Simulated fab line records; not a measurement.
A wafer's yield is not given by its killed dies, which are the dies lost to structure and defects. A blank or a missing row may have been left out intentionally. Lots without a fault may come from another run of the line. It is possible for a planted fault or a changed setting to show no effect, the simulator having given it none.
Commonality check across tools || flow n5 finfet || Sample size 9 lots and 27 wafers

WHY IT WAS OPENED
At N5_MOL_CONTACT_COAG_OVL_MEAS_41 the reading VD_OVL is flagged on 2 of 9 lots. Fault-free wafers read -0.3 nm, with a standard deviation of 0.72.
Rule: a lot is flagged when every wafer of it that has a number lies more than 4 standard deviations from that mean, or none has a number. All remaining lots are regarded as sound.

{"lot": "L220", "measured": "day 5 15:48", "on": "overlay-02", "VD_OVL (nm), wafer by wafer": "-0.4 -1.1 -1.6", "flag": ""}
{"lot": "L223", "measured": "day 6 12:01", "on": "overlay-02", "VD_OVL (nm), wafer by wafer": "-0.6 0.0 -0.3", "flag": ""}
{"lot": "L226", "measured": "day 7 05:19", "on": "overlay-02", "VD_OVL (nm), wafer by wafer": "-0.3 -0.2 0.2", "flag": ""}
{"lot": "L227", "measured": "day 7 10:05", "on": "overlay-02", "VD_OVL (nm), wafer by wafer": "0.1 0.1 -0.4", "flag": ""}
{"lot": "L229", "measured": "day 7 23:23", "on": "overlay-01", "VD_OVL (nm), wafer by wafer": "10.1 11.4 10.7", "flag": "FLAGGED"}
{"lot": "L233", "measured": "day 8 21:32", "on": "overlay-02", "VD_OVL (nm), wafer by wafer": "10.2 9.0 10.5", "flag": "FLAGGED"}
{"lot": "L237", "measured": "day 9 20:09", "on": "overlay-01", "VD_OVL (nm), wafer by wafer": "-0.5 0.6 -0.5", "flag": ""}
{"lot": "L238", "measured": "day 10 02:49", "on": "overlay-02", "VD_OVL (nm), wafer by wafer": "0.2 -1.2 0.2", "flag": ""}
{"lot": "L241", "measured": "day 10 19:41", "on": "overlay-01", "VD_OVL (nm), wafer by wafer": "0.2 -0.4 0.4", "flag": ""}
The mean of the flagged lots' numbers is 10.3 nm, +10.6 nm from the usual (+15 standard deviations).

TOOL THAT RAN EACH LOT
2 process steps preceding the reading are held in the record, out of 1938 steps in the route. Each cell gives the tool, then ch followed by the chambers the sampled wafers passed through, then the start.
{"lot": "L220", "flag": "", "N5_MOL_CONTACT_COAG_ALD_131": "ald sin-01 ch 0,2,3, day 5 14:37", "N5_MOL_CONTACT_COAG_EXPOSE_37": "euv scanner-02 ch 0, day 5 15:37"}
{"lot": "L223", "flag": "", "N5_MOL_CONTACT_COAG_ALD_131": "ald sin-03 ch 0,1,3, day 6 10:52", "N5_MOL_CONTACT_COAG_EXPOSE_37": "euv scanner-02 ch 0, day 6 11:50"}
{"lot": "L226", "flag": "", "N5_MOL_CONTACT_COAG_ALD_131": "ald sin-02 ch 0,1, day 7 04:09", "N5_MOL_CONTACT_COAG_EXPOSE_37": "euv scanner-02 ch 0, day 7 05:08"}
{"lot": "L227", "flag": "", "N5_MOL_CONTACT_COAG_ALD_131": "ald sin-01 ch 0,1,3, day 7 08:56", "N5_MOL_CONTACT_COAG_EXPOSE_37": "euv scanner-01 ch 0, day 7 09:55"}
{"lot": "L229", "flag": "FLAGGED", "N5_MOL_CONTACT_COAG_ALD_131": "ald sin-01 ch 0,3, day 7 22:22", "N5_MOL_CONTACT_COAG_EXPOSE_37": "euv scanner-02 ch 0, day 7 23:13"}
{"lot": "L233", "flag": "FLAGGED", "N5_MOL_CONTACT_COAG_ALD_131": "ald sin-01 ch 0,1,2, day 8 20:20", "N5_MOL_CONTACT_COAG_EXPOSE_37": "euv scanner-02 ch 0, day 8 21:22"}
{"lot": "L237", "flag": "", "N5_MOL_CONTACT_COAG_ALD_131": "ald sin-03 ch 0,1, day 9 19:06", "N5_MOL_CONTACT_COAG_EXPOSE_37": "euv scanner-01 ch 0, day 9 19:59"}
{"lot": "L238", "flag": "", "N5_MOL_CONTACT_COAG_ALD_131": "ald sin-02 ch 1,2,3, day 10 01:47", "N5_MOL_CONTACT_COAG_EXPOSE_37": "euv scanner-01 ch 0, day 10 02:39"}
{"lot": "L241", "flag": "", "N5_MOL_CONTACT_COAG_ALD_131": "ald sin-03 ch 0,1,2, day 10 18:40", "N5_MOL_CONTACT_COAG_EXPOSE_37": "euv scanner-01 ch 0, day 10 19:30"}
What is done by these steps:
- N5_MOL_CONTACT_COAG_ALD_131: deposits SiO2, target thk 5 nm, pulse time 1 s, co reactant pulse time 1 s.
- N5_MOL_CONTACT_COAG_EXPOSE_37: exposes mask VD, defocus 0 nm.
- N5_MOL_CONTACT_COAG_OVL_MEAS_41

FLAGGED OVER TOTAL, TOOL BY TOOL (the gauges that took the reading come last)
{"step": "N5_MOL_CONTACT_COAG_ALD_131", "tool": "ald sin-01", "lots run": 4, "flagged": 2, "share of the flagged lots": "all", "sound lots run after its first flagged lot": 0}
{"step": "N5_MOL_CONTACT_COAG_ALD_131", "tool": "ald sin-02", "lots run": 2, "flagged": 0, "share of the flagged lots": "none", "sound lots run after its first flagged lot": "-"}
{"step": "N5_MOL_CONTACT_COAG_ALD_131", "tool": "ald sin-03", "lots run": 3, "flagged": 0, "share of the flagged lots": "none", "sound lots run after its first flagged lot": "-"}
{"step": "N5_MOL_CONTACT_COAG_EXPOSE_37", "tool": "euv scanner-01", "lots run": 4, "flagged": 0, "share of the flagged lots": "none", "sound lots run after its first flagged lot": "-"}
{"step": "N5_MOL_CONTACT_COAG_EXPOSE_37", "tool": "euv scanner-02", "lots run": 5, "flagged": 2, "share of the flagged lots": "all", "sound lots run after its first flagged lot": 0}
{"step": "N5_MOL_CONTACT_COAG_OVL_MEAS_41", "tool": "overlay-01", "lots run": 3, "flagged": 1, "share of the flagged lots": "some", "sound lots run after its first flagged lot": "2 (L237,L241)"}
{"step": "N5_MOL_CONTACT_COAG_OVL_MEAS_41", "tool": "overlay-02", "lots run": 6, "flagged": 1, "share of the flagged lots": "some", "sound lots run after its first flagged lot": "1 (L238)"}

WHAT IS ALLOWED BY THE TABLE
In 2 table rows, all flagged lots were run: ald sin-01 (N5_MOL_CONTACT_COAG_ALD_131), euv scanner-02 (N5_MOL_CONTACT_COAG_EXPOSE_37).
- ald sin-01 at N5_MOL_CONTACT_COAG_ALD_131: 2 of its 4 lots flagged. Its last sound lot is L227 (day 7 08:56), its first flagged lot L229 (day 7 22:22): a fault that began between those two fits.
- euv scanner-02 at N5_MOL_CONTACT_COAG_EXPOSE_37: 2 of its 5 lots flagged. Its last sound lot is L226 (day 7 05:08), its first flagged lot L229 (day 7 23:13): a fault that began between those two fits.
Because each of these 2 tools fits a fault that began at some hour, counting lots does not separate them. More lots, or a look at what each step does to the wafer, might.

WHAT THE SIMULATOR HAD PUT IN
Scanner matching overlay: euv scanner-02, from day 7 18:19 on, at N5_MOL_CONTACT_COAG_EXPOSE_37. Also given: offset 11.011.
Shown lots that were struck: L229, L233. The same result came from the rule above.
